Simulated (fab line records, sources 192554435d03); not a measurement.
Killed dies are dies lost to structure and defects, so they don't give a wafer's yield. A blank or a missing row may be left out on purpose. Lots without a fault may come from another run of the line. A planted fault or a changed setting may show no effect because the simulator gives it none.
Problem report in the 8D (eight disciplines) form, filled by code | flow n5_finfet | the parts of the form that need people (team, actions taken, sign-off) are left out

1. THE PROBLEM
raw_defect_count at N5_FIN_SAQP_INSPECT_40 reads a mean of 1362 on 6 wafers of 2 lots; wafers without a fault read 258 with a standard deviation of 77. That is +14 standard deviations from the usual mean.
The step: inspects for defects (brightfield).
First seen on wafer L771.1, day 5 08:43, on defect_inspect-01. The record holds 27 wafers of 9 lots with a number at this step. Rule for "out", or "out of limits": more than 4 standard deviations from the usual mean. The other wafers with a number count as sound.

2. WHAT IT IS AND WHAT IT IS NOT
question                    | is                                   | is not
which readings at this step | raw_defect_count                     | -
which lots                  | L771, L775                           | L759, L761, L768, L770, L773, L778, L781
which wafers of those lots  | all that have a number               | -
read on which gauges        | defect_inspect-01, defect_inspect-02 | -
when                        | from day 5 08:43                     | up to then (12 sound wafers); but 9 sound wafers of L773, L778, L781 came after

3. SUSPECTS, AND WHAT RULES EACH OUT
Counting: a tool at a process step up to the reading stays a suspect if it ran every lot that is out and no sound lot after the first of them.
- the gauge at N5_FIN_SAQP_INSPECT_40: ruled out. The wafers that are out were read on 2 gauges (defect_inspect-01, defect_inspect-02).
- vapor_etch-02 at N5_FIN_SAQP_RECESS_63 (chemistry HF/NH3, target SiO2, target depth 18 nm, afs cycles 3, sublimation time 60 s): ruled out as a lasting fault. Sound lots L773 ran on it after its first lot that is out, L771 (day 5 06:44).
- vapor_etch-01 at N5_FIN_SAQP_RECESS_71 (chemistry HF/NH3, target SiO2, target depth 3 nm, afs cycles 1, sublimation time 60 s): kept. It ran every lot that is out, first L771 (day 5 07:20), and no sound lot after that; its last sound lot up to then is L770 (day 5 02:51).
Left after counting: vapor_etch-01 at N5_FIN_SAQP_RECESS_71.

4. THE CAUSE (what the simulator had put in)
Chamber particle source: vapor_etch-01, from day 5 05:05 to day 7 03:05, at N5_FIN_SAQP_RECESS_71. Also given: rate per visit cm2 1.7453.
Counting left only this tool.

5. THE CHAIN OF EFFECTS, in route order
Each row: a reading whose mean over the struck wafers that have a number lies more than 3 standard deviations from the usual. Only readings for which the record gives a usual standard deviation are gone through. hours: the time from each lot's start at the first step in this table that gives one to its start at this step, as a median over the lots. sigmas: the change in usual standard deviations.
hours | step                    | reading              | usual  | on struck wafers | change | sigmas
0     | N5_FIN_SAQP_INSPECT_40  | raw_defect_count     | 258    | 1362             | +1104  | +14
0     | N5_FIN_CUT_INSPECT_10   | raw_defect_count     | 46     | 1183             | +1137  | +95
280   | N5_PASSIVATION_PROBE_49 | defect_limited_yield | 91.0 % | 80.9             | -10.1  | -6.7
280   | N5_PASSIVATION_PROBE_49 | killed_at_front_end  | 40     | 156              | +116   | +9.7
280   | N5_PASSIVATION_PROBE_49 | killed_dies          | 106    | 226              | +120   | +6.6
280   | N5_PASSIVATION_PROBE_49 | killed_on_rim        | 14     | 31               | +17    | +3.6
280   | N5_PASSIVATION_PROBE_49 | sort_bin_5_function  | 5.2 %  | 11.3             | +6.1   | +6.2
280   | N5_PASSIVATION_PROBE_49 | sort_n_pass          | 1074   | 954              | -120   | -6.6
280   | N5_PASSIVATION_PROBE_49 | sort_yield_pct       | 91.0 % | 80.9             | -10.1  | -6.7
The process steps in it:
- N5_PASSIVATION_PROBE_49
Later measuring or inspecting steps at which every struck wafer that the step has a row for has a number for every such reading, and none has moved that far: N5_BEOL_M4_RC_MEAS_101.

6. WHAT WOULD HAVE CAUGHT IT SOONER
In this record the first reading out of limits at a measuring or inspecting step was taken at day 5 08:43, 4 hours after the fault began at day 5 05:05.
Of the tool readings at N5_FIN_SAQP_RECESS_71 for which the record gives a usual standard deviation, none was out on any struck wafer, so an alarm limit of 4 standard deviations on them would not have fired.
Of the lots that are out (2), L775 began N5_FIN_SAQP_RECESS_71 on vapor_etch-01 after day 5 08:43. A hold on the tool at that time would have spared it.
